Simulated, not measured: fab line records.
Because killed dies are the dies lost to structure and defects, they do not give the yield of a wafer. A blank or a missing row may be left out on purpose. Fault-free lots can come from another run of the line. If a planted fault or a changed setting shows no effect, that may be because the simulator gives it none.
8D (eight disciplines) problem report, filled in by code || flow n5-finfet || the parts of the form that need people (team, actions taken, sign-off) are left out

## 1. WHAT IS WRONG
At N5_BEOL_M15_ANNEAL_48, wafer_temp_C_max averages 221.6 over 6 wafers from 2 lots, while fault-free wafers read 226.0, standard deviation 0.38. That puts it -11 standard deviations away from the usual mean.
The step: time 90 s.
First observed at day 11 20:52: wafer L724.1, on rtp-anneal-02. The record holds 33 wafers of 11 lots with a number at this step. The rule behind "out" and "out of limits": a value lying over 4 standard deviations away from the usual mean. The rest of the wafers with a number are treated as sound.

## 2. WHAT IT IS AND WHAT IT IS NOT
{"question": "which readings at this step", "is": "wafer_temp_C_max", "is not": "-"}
{"question": "which lots", "is": "L724, L725", "is not": "L722, L734, L739, L740, L741, L742, L743, L744, L745"}
{"question": "which wafers of those lots", "is": "all that have a number", "is not": "-"}
{"question": "read on which tools", "is": "rtp-anneal-02", "is not": "rtp-anneal-01"}
{"question": "when", "is": "from day 11 20:52", "is not": "up to then (3 sound wafers); but 24 sound wafers of L734, L739, L740, L741, L742, L743, L744, L745 came after"}

## 3. WHAT RULES OUT EACH SUSPECT
Counting: a tool at any process step up to the reading remains a suspect when it ran all the lots that are out and ran no sound lot after the first of those.
- rtp-anneal-02 at N5_BEOL_M15_ANNEAL_48 (time 90 s): ruled out as a lasting fault. After its first lot that is out, L724 (day 11 20:52), sound lots L739, L743, L742, L745 ran on it.
Left after counting: nothing in the record.

## 4. THE CAUSE (what the simulator had put in)
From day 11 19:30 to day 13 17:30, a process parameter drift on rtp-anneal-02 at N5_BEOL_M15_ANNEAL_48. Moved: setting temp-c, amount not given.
Counting ruled it out, wrongly.

## 5. THE CHAIN OF EFFECTS, in route order
Rows list readings where the struck wafers' mean (over those with a number) sits beyond 3 standard deviations from the usual. Only readings whose record carries a usual standard deviation are examined. hours: median over the lots of the time between each lot's start at the first step of this table that gives one and its start at this step. sigmas: the change, counted in usual standard deviations.
{"hours": 0, "step": "N5_BEOL_M15_ANNEAL_48", "reading": "wafer_temp_C_max", "usual": 226.0, "on struck wafers": 221.6, "change": -4.4, "sigmas": -11}
Process steps it contains:
- N5_BEOL_M15_ANNEAL_48: time 90 s.

## 6. HOW IT WOULD HAVE BEEN CAUGHT EARLIER
In this record the first reading out of limits was taken at day 11 20:52, 1 hour after the fault began at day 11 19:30.
